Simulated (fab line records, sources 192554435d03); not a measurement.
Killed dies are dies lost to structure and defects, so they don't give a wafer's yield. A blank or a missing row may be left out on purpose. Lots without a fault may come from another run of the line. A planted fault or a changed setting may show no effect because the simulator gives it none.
Split-lot experiment | flow n5_finfet | 7 lots, 21 wafers read, on a route of 1938 steps

THE SPLIT
At N5_BEOL_M12_ILD_DEP_00 (deposits SiOC from DEMS/O2, target thk 658.92 nm, time 130.7 s), the setting time_s was moved away from the recipe's 130.7 s on 7 of the 21 wafers read, by -10.1% to +14.7%. The other wafers ran this setting at the recipe's value.

The file shows no step between the split and the reading.

THE READING
M12_ILD_THK, in nm, at N5_BEOL_M12_THK_MEAS_01. Fault-free wafers of this fab line usually give 656 nm, standard deviation 8.4 nm.

wafer  | tool, chamber at the split | time_s as run, s | against the recipe | M12_ILD_THK, nm | against lot-mates on the recipe
L074.2 | pecvd-01, 0                | 149.9            | +14.7%             | 729             | +74
L074.4 | pecvd-01, 0                | 130.7            | recipe             | 654             | -
L074.6 | pecvd-01, 2                | 130.7            | recipe             | 655             | -
L075.1 | pecvd-04, 0                | 140.8            | +7.7%              | 695             | +39
L075.4 | pecvd-04, 0                | 130.7            | recipe             | 653             | -
L075.5 | pecvd-04, 1                | 130.7            | recipe             | 659             | -
L078.1 | pecvd-03, 2                | 130.7            | recipe             | 654             | -
L078.3 | pecvd-03, 1                | 130.7            | recipe             | 655             | -
L078.6 | pecvd-03, 1                | 121              | -7.4%              | 618             | -36
L090.4 | pecvd-03, 1                | 130.7            | recipe             | 661             | -
L090.5 | pecvd-03, 2                | 124.1            | -5.0%              | 635             | -26
L090.6 | pecvd-03, 0                | 130.7            | recipe             | 662             | -
L089.1 | pecvd-04, 0                | 130.7            | recipe             | 650             | -
L089.3 | pecvd-04, 1                | 130.7            | recipe             | 652             | -
L089.4 | pecvd-04, 2                | 130.7            | recipe             | 659             | -
L091.2 | pecvd-01, 0                | 124.3            | -4.9%              | 623             | -42
L091.3 | pecvd-01, 1                | 130.7            | recipe             | 665             | -
L091.4 | pecvd-01, 1                | 124.3            | -4.9%              | 637             | -28
L096.1 | pecvd-04, 2                | 130.7            | recipe             | 641             | -
L096.3 | pecvd-04, 0                | 130.7            | recipe             | 654             | -
L096.5 | pecvd-04, 2                | 117.5            | -10.1%             | 583             | -64

THE FIT
A straight line over all 21 wafers: M12_ILD_THK changes by +5.42 nm for each +1% of time_s; r = +0.97; the points scatter about the line by 7.1 nm.
The same after taking each lot's own level away (the mean of its wafers on the recipe; 21 wafers): +5.5 nm for each +1%; r = +0.98; scatter 5.1 nm.
On that fit, the largest move of time_s shifts the reading by 81 nm.
The lots' own levels span 647.5 to 665.0 nm, that is 2.1 times the standard deviation above.
So the lot-to-lot level changes the slope little: the two slopes agree.
Check: with one of the wafers moved furthest among these (+14.7%) left out of the fit, the line predicts +84.3 nm for it against its lot-mates. It came out at +74.5 nm against them.

OTHER SPLITS ON THESE WAFERS
These wafers also went through other splits before the reading. Each is held against what the fit with the lots' levels taken away leaves over:
other split on the same wafers     | wafers away from the commonest value | r with M12_ILD_THK (lot level and that fit taken away)
N5_BEOL_M7_DESCUM_33 time_s        | 7                                    | -0.19
N5_BEOL_M8_DEP_56 time_s           | 6                                    | +0.15
N5_BEOL_M9_ILD_DEP_00 time_s       | 6                                    | +0.12
N5_BEOL_M9_ETCH_65 bias_w          | 4                                    | -0.14
N5_BEOL_M9_TRENCH_ETCH_37 source_w | 7                                    | +0.17
N5_BEOL_M10_ETCH_62 time_s         | 10                                   | -0.34
N5_BEOL_M10_EXPOSE_25 dose_mj      | 6                                    | -0.14
N5_BEOL_M10_DEP_56 time_s          | 5                                    | -0.21

THE WHOLE CHAIN: every reading that the file lists as answering this split, in the file's order
step                    | what it does                                                   | reading                                                                             | change (the file's fit)              | r (the file's)
N5_BEOL_M12_ILD_DEP_00  | deposits SiOC from DEMS/O2, target thk 658.92 nm, time 130.7 s | SiOC_of_BEOL_M12_ILD_DEP_00.thk_nm (the simulator's own value, which no gauge read) | +5.42 nm for each +1% of the setting | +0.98
N5_BEOL_M12_THK_MEAS_01 |                                                                | M12_ILD_THK                                                                         | +5.42 for each +1% of the setting    | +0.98

THE FILE'S OWN FIT
M12_ILD_THK changes by +5.42 nm for each +1% of time_s, r = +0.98.
